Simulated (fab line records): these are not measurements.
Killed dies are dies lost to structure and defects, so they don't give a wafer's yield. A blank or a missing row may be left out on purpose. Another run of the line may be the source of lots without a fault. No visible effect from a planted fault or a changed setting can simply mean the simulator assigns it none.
Chamber matching + flow nand_harc + NHARC_A_STAIRCASE_CMP_450 on cmp-01 has 4 sister chambers
The step polishes SiO2, target thk 200 nm. 8 wafers are shown with their chamber, then 10 later ones without.

WAFERS, EACH WITH ITS CHAMBER
| wafer  | chamber | motor_current_A (A) | retaining_ring_pressure_frac |
|--------|---------|---------------------|------------------------------|
| L079.5 | 1       | 14.7                | 1.000                        |
| L084.3 | 2       | 12.4                | 1.008                        |
| L084.4 | 0       | 11.6                | 1.009                        |
| L087.4 | 3       | 13.0                | 0.995                        |
| L087.5 | 1       | 15.0                | 1.002                        |
| L087.6 | 2       | 12.9                | 1.002                        |
| L091.4 | 0       | 10.8                | 1.004                        |
| L091.5 | 3       | 11.7                | 0.998                        |

WAFERS WITH NO CHAMBER GIVEN
| wafer  | motor_current_A (A) | retaining_ring_pressure_frac |
|--------|---------------------|------------------------------|
| L091.6 | 10.9                | 1.003                        |
| L090.3 | 12.4                | 0.999                        |
| L090.5 | 12.7                | 0.997                        |
| L090.6 | 15.2                | 0.989                        |
| L095.1 | 11.6                | 1.000                        |
| L095.5 | 14.4                | 1.002                        |
| L095.6 | 12.4                | 1.002                        |
| L097.1 | 15.1                | 1.000                        |
| L097.3 | 12.7                | 0.995                        |
| L097.6 | 10.8                | 1.002                        |

WHICH CHAMBER EACH ONE RAN IN
| wafer  | from the rows above          | in truth                   |
|--------|------------------------------|----------------------------|
| L091.6 | can't be placed: 0 or 2      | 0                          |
| L090.3 | can't be placed: 3 or 2      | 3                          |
| L090.5 | 3                            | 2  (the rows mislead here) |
| L090.6 | can't be placed: 1 or 3      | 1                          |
| L095.1 | can't be placed: 3 or 0 or 2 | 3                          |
| L095.5 | 1                            | 1                          |
| L095.6 | can't be placed: 2 or 3 or 0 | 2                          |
| L097.1 | 1                            | 1                          |
| L097.3 | 3                            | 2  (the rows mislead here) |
| L097.6 | can't be placed: 0 or 3 or 2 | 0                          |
Placed correctly: 2 of 10. Can't be placed from these rows: 6 (the true chamber is among the candidates in 6). 2 placed wrongly.
How it was worked out, from the rows above alone: a wafer's distance from a chamber is the root of the sum, over the readings, of the square of ((its reading less the chamber's mean) divided by the reading's scatter). If the next closest chamber is less than 2 further off than the closest, the wafer can't be placed; otherwise it belongs to the closest. Each chamber's mean is taken over the wafers shown for it. The scatter: the root of (the sum of the squares of (reading less its chamber's mean) over the shown wafers, divided by (wafers less chambers)).
